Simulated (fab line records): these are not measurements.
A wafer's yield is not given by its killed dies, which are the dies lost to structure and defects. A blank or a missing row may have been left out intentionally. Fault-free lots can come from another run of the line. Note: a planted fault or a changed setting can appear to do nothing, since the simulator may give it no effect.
Which tool did it? + flow nand harc + 11 lots, 33 wafers sampled, at 5 steps of a route of 1159

== WHAT THE GAUGES SHOWED, per wafer ==
NHARC_A_CHANNEL_HOLE_D1_CD_MEAS_10: target cd 100 nm.
| lot  | measured     | on        | cd nm (nm)        |
|------|--------------|-----------|-------------------|
| L986 | day 8 11:17  | cd sem-03 | 99.8 100.0 99.9   |
| L988 | day 8 17:53  | cd sem-01 | 100.2 99.2 99.8   |
| L989 | day 9 01:59  | cd sem-03 | 100.1 99.1 100.2  |
| L992 | day 9 15:43  | cd sem-02 | 99.3 99.5 99.9    |
| L993 | day 10 01:52 | cd sem-02 | 100.0 100.1 99.7  |
| L994 | day 10 12:53 | cd sem-03 | 100.7 100.2 100.0 |
| L996 | day 10 14:47 | cd sem-02 | 99.6 100.5 99.1   |
| L999 | day 11 10:28 | cd sem-01 | 99.4 99.5 98.7    |
| L997 | day 11 20:47 | cd sem-03 | 101.0 99.6 99.6   |
| L101 | day 12 01:41 | cd sem-01 | 100.8 100.4 100.0 |
| L107 | day 13 21:34 | cd sem-01 | 100.8 101.0 100.3 |

NHARC_END_SORT_01.
| lot  | measured     | on        | killed at array | killed at other | killed at periphery | killed dies | killed open | killed short |
|------|--------------|-----------|-----------------|-----------------|---------------------|-------------|-------------|--------------|
| L997 | day 22 13:45 | prober-02 | 30 24 188       | 2 2 4           | 4 3 4               | 36 29 196   | 3 3 3       | 2 1 1        |

== WHICH TOOL RAN EACH LOT (tool, then ch and the chambers of the sampled wafers, then the start) ==
| lot  | NHARC_A_CHANNEL_HOLE_D1_ETCH_39    | NHARC_A_CHANNEL_HOLE_D1_ETCH_21  | NHARC_A_CHANNEL_HOLE_D1_ETCH_23  |
|------|------------------------------------|----------------------------------|----------------------------------|
| L986 | rie diel-13 ch 0,1, day 8 11:39    | har etch-01 ch 0,1, day 8 13:13  | har etch-01 ch 0,1, day 8 14:19  |
| L988 | rie diel-02 ch 1,3, day 8 18:15    | har etch-02 ch 0,1, day 8 19:41  | har etch-02 ch 0,1, day 8 20:42  |
| L989 | rie diel-13 ch 0,1,2, day 9 02:26  | har etch-01 ch 0, day 9 04:03    | har etch-01 ch 0, day 9 05:06    |
| L992 | rie diel-11 ch 1,2, day 9 16:04    | har etch-01 ch 0,1, day 9 17:34  | har etch-01 ch 0,1, day 9 18:37  |
| L993 | rie diel-13 ch 0,2, day 10 02:15   | har etch-01 ch 0,1, day 10 03:40 | har etch-01 ch 0,1, day 10 04:40 |
| L994 | rie diel-02 ch 0,3, day 10 13:16   | har etch-01 ch 0,1, day 10 14:43 | har etch-01 ch 0,1, day 10 15:44 |
| L996 | rie diel-02 ch 1,2,3, day 10 15:09 | har etch-02 ch 0,1, day 10 16:40 | har etch-02 ch 0,1, day 10 17:43 |
| L999 | rie diel-13 ch 0,3, day 11 10:51   | har etch-02 ch 0, day 11 14:29   | har etch-02 ch 0, day 11 15:30   |
| L997 | rie diel-02 ch 0,1,2, day 11 21:09 | har etch-02 ch 0,1, day 11 22:35 | har etch-02 ch 0,1, day 11 23:35 |
| L101 | rie diel-13 ch 0,3, day 12 02:05   | har etch-01 ch 0,1, day 12 03:42 | har etch-01 ch 0,1, day 12 04:50 |
| L107 | rie diel-11 ch 1,2, day 13 21:56   | har etch-02 ch 0,1, day 14 04:38 | har etch-02 ch 0,1, day 14 05:41 |
- NHARC_A_CHANNEL_HOLE_D1_ETCH_39: etches the open film in N2/H2, target depth 260 nm, time 325 s.
- NHARC_A_CHANNEL_HOLE_D1_ETCH_21: etches the open film in C4F8/O2/Ar, time 514.3 s, target depth 1600 nm.
- NHARC_A_CHANNEL_HOLE_D1_ETCH_23: etches the open film in C4F8/O2/Ar, time 819 s, target depth 1600 nm.

== AS READ BY THE TOOLS THEMSELVES (means over the sampled wafers that have a number; for cases with no such wafer, the mark the record gives instead) ==
NHARC_A_CHANNEL_HOLE_D1_ETCH_39.
| lot  | tool        | drypump motor current A (A) | mfc ar sccm (sccm) | oes product au (a.u.) | rf vpp V (V) | showerhead plenum p Torr (Torr) | throttle valve pct (%) |
|------|-------------|-----------------------------|--------------------|-----------------------|--------------|---------------------------------|------------------------|
| L986 | rie diel-13 | 5.5                         | 0.011              | 0.997                 | 433          | 2.15                            | 14.171                 |
| L988 | rie diel-02 | 6.0                         | 0.018              | 1.003                 | 431          | 2.07                            | 14.167                 |
| L989 | rie diel-13 | 5.4                         | 0.011              | 0.999                 | 430          | 2.07                            | 14.166                 |
| L992 | rie diel-11 | 5.2                         | 0.007              | 1.000                 | 434          | 2.15                            | 14.166                 |
| L993 | rie diel-13 | 5.2                         | 0.000              | 0.993                 | 430          | 2.03                            | 14.168                 |
| L994 | rie diel-02 | 5.7                         | 0.007              | 1.000                 | 433          | 2.11                            | 14.180                 |
| L996 | rie diel-02 | 5.9                         | 0.013              | 0.999                 | 431          | 2.08                            | 14.163                 |
| L999 | rie diel-13 | 5.5                         | 0.000              | 0.990                 | 432          | 2.10                            | 14.169                 |
| L997 | rie diel-02 | 5.8                         | 0.006              | 0.940                 | 431          | 2.05                            | 14.173                 |
| L101 | rie diel-13 | 5.3                         | 0.000              | 0.985                 | 434          | 2.14                            | 14.171                 |
| L107 | rie diel-11 | 5.1                         | 0.007              | 0.991                 | 433          | 2.15                            | 14.169                 |

NHARC_A_CHANNEL_HOLE_D1_ETCH_21.
| lot  | tool        | c4f8 flow sccm (sccm) | drypump motor current A (A) | mfc ar sccm (sccm) | o2 flow sccm (sccm) | showerhead plenum p Torr (Torr) | temp c (C) | throttle valve pct (%) |
|------|-------------|-----------------------|-----------------------------|--------------------|---------------------|---------------------------------|------------|------------------------|
| L986 | har etch-01 | 89.36                 | 5.5                         | 374.7              | 35.59               | 3.81                            | -20.06     | 32.154                 |
| L988 | har etch-02 | 89.20                 | 6.3                         | 375.3              | 35.60               | 3.68                            | -19.98     | 32.160                 |
| L989 | har etch-01 | 89.36                 | 5.7                         | 375.1              | 35.66               | 3.82                            | -20.06     | 32.153                 |
| L992 | har etch-01 | 89.34                 | 5.4                         | 374.3              | 35.70               | 3.77                            | -20.02     | 32.153                 |
| L993 | har etch-01 | 89.31                 | 5.3                         | 374.7              | 35.65               | 3.77                            | -19.95     | 32.156                 |
| L994 | har etch-01 | 89.17                 | 5.3                         | 374.1              | 35.76               | 3.77                            | -19.94     | 32.158                 |
| L996 | har etch-02 | 89.10                 | 6.0                         | 374.8              | 35.86               | 3.69                            | -19.93     | 32.160                 |
| L999 | har etch-02 | 89.37                 | 5.7                         | 375.4              | 35.65               | 3.72                            | -19.96     | 32.157                 |
| L997 | har etch-02 | 89.30                 | 6.3                         | 373.0              | 35.79               | 3.66                            | -20.07     | 32.146                 |
| L101 | har etch-01 | 89.21                 | 5.4                         | 375.3              | 35.78               | 3.76                            | -20.10     | 32.148                 |
| L107 | har etch-02 | 89.60                 | 6.0                         | 375.0              | 35.61               | 3.67                            | -19.83     | 32.156                 |

NHARC_A_CHANNEL_HOLE_D1_ETCH_23.
| lot  | tool        | c4f8 flow sccm (sccm) | drypump motor current A (A) | mfc ar sccm (sccm) | o2 flow sccm (sccm) | showerhead plenum p Torr (Torr) | temp c (C) | throttle valve pct (%) |
|------|-------------|-----------------------|-----------------------------|--------------------|---------------------|---------------------------------|------------|------------------------|
| L986 | har etch-01 | 89.40                 | 5.6                         | 374.0              | 35.69               | 3.81                            | -19.86     | 32.152                 |
| L988 | har etch-02 | 89.23                 | 6.3                         | 374.0              | 35.75               | 3.68                            | -20.01     | 32.162                 |
| L989 | har etch-01 | 89.54                 | 5.7                         | 375.4              | 35.65               | 3.82                            | -19.97     | 32.154                 |
| L992 | har etch-01 | 89.59                 | 5.3                         | 374.9              | 35.68               | 3.77                            | -19.99     | 32.158                 |
| L993 | har etch-01 | 89.58                 | 5.3                         | 374.7              | 35.69               | 3.77                            | -20.00     | 32.162                 |
| L994 | har etch-01 | 89.55                 | 5.4                         | 375.2              | 35.64               | 3.77                            | -20.05     | 32.151                 |
| L996 | har etch-02 | 89.36                 | 6.0                         | 374.9              | 35.78               | 3.69                            | -19.97     | 32.153                 |
| L999 | har etch-02 | 89.16                 | 5.7                         | 376.3              | 35.68               | 3.71                            | -19.97     | 32.152                 |
| L997 | har etch-02 | 89.14                 | 6.3                         | 376.4              | 35.77               | 3.66                            | -19.91     | 32.163                 |
| L101 | har etch-01 | 89.17                 | 5.3                         | 376.2              | 35.64               | 3.76                            | -20.08     | 32.150                 |
| L107 | har etch-02 | 89.15                 | 6.0                         | 375.1              | 35.73               | 3.67                            | -20.03     | 32.156                 |

== THE ANSWER, worked out from the rows above alone ==
Rule: the usual values come from the lots themselves. Put in order of their means at a reading, lots are off if they are a third of the lots or fewer, leave a main group of 4 or more, and stand apart from it by a gap of 3 or more times the standard deviation of the main group's means; of several such gaps the widest counts. A main group whose means are all the same, to the digits that the tables above print for the reading, isn't used. Also off: a lot with no number at a reading for which 4 or more lots have one. All remaining lots with rows at the step are treated as sound. Order of review: gauges by route order, followed by the tools' own readings, for which a lot's mean as printed above is used. The first step at which some lot is off is used, and at that step the reading that is off furthest; a lot without a number counts as furthest.
Off: L997 (NHARC_A_CHANNEL_HOLE_D1_ETCH_39, oes product au). For the main group the mean is 0.996 a.u. and the standard deviation 0.0054.
A tool fits if, at that step or a process step before it, it ran every lot that is off, and no sound lot after the first of them. One candidate fits, namely rie diel-02 at NHARC_A_CHANNEL_HOLE_D1_ETCH_39. A fault onset in the window from L996 (day 10 15:09, its last sound lot) to L997 (day 11 21:09, its first lot off) fits.
The tool's own readings at NHARC_A_CHANNEL_HOLE_D1_ETCH_39 bear it out: on the lots that are off they differ by more than 5 times the standard deviation of the sound lots' means. oes product au reads 0.940 a.u. there against 0.996 a.u. on the sound lots.

== WHAT THE SIMULATOR HAD PUT IN ==
rie diel-02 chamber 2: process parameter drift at NHARC_A_CHANNEL_HOLE_D1_ETCH_39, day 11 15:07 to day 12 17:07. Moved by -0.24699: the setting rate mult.
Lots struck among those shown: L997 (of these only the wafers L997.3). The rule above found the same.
